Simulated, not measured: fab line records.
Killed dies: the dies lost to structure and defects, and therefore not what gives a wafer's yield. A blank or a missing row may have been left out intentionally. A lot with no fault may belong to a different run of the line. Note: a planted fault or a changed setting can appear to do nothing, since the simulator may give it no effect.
Matching of chambers    flow n5_finfet    rie_diel-01 running N5_BEOL_M10_ETCH_66: 4 sister chambers
The step etches SOC in N2/H2, target depth 120 nm, overetch 24 nm, time 180 s. 8 wafers are shown with their chamber, then 8 later ones without.

== WAFERS, EACH WITH ITS CHAMBER ==
wafer   chamber  showerhead_plenum_p_Torr (Torr)  throttle_valve_pct (%)
L080.5  2        2.57                             17.61
L083.3  3        2.54                             18.23
L082.1  1        2.70                             18.20
L082.4  2        2.57                             17.61
L086.3  0        2.71                             17.72
L086.4  3        2.53                             18.26
L086.6  0        2.71                             17.72
L089.2  1        2.70                             18.21

== WAFERS MISSING THEIR CHAMBER ==
wafer   showerhead_plenum_p_Torr (Torr)  throttle_valve_pct (%)
L089.4  2.56                             17.64
L089.5  2.70                             18.22
L090.1  2.71                             17.74
L090.2  2.56                             17.63
L090.3  2.53                             18.26
L092.1  2.70                             17.75
L092.3  2.55                             17.65
L092.4  2.69                             18.24

== WHICH CHAMBER EACH WENT THROUGH ==
wafer   from the rows above  in truth
L089.4  2                    2
L089.5  1                    1
L090.1  0                    0
L090.2  2                    2
L090.3  3                    3
L092.1  0                    0
L092.3  2                    2
L092.4  1                    1
Placed correctly: 8 of 8. Can't be placed from these rows: 0. Number placed wrongly: 0.
How it was worked out, from the rows above alone: a wafer's distance from a chamber is the root of the sum, over the readings, of the square of ((its reading less the chamber's mean) divided by the reading's scatter). The wafer belongs to the nearest chamber; if the next one is less than 2 further off, it can't be placed. The mean given for a chamber averages the wafers shown for that chamber. The scatter is the square root of a quotient: the sum, over the shown wafers, of each reading's squared deviation from its chamber's mean, divided by wafers minus chambers.
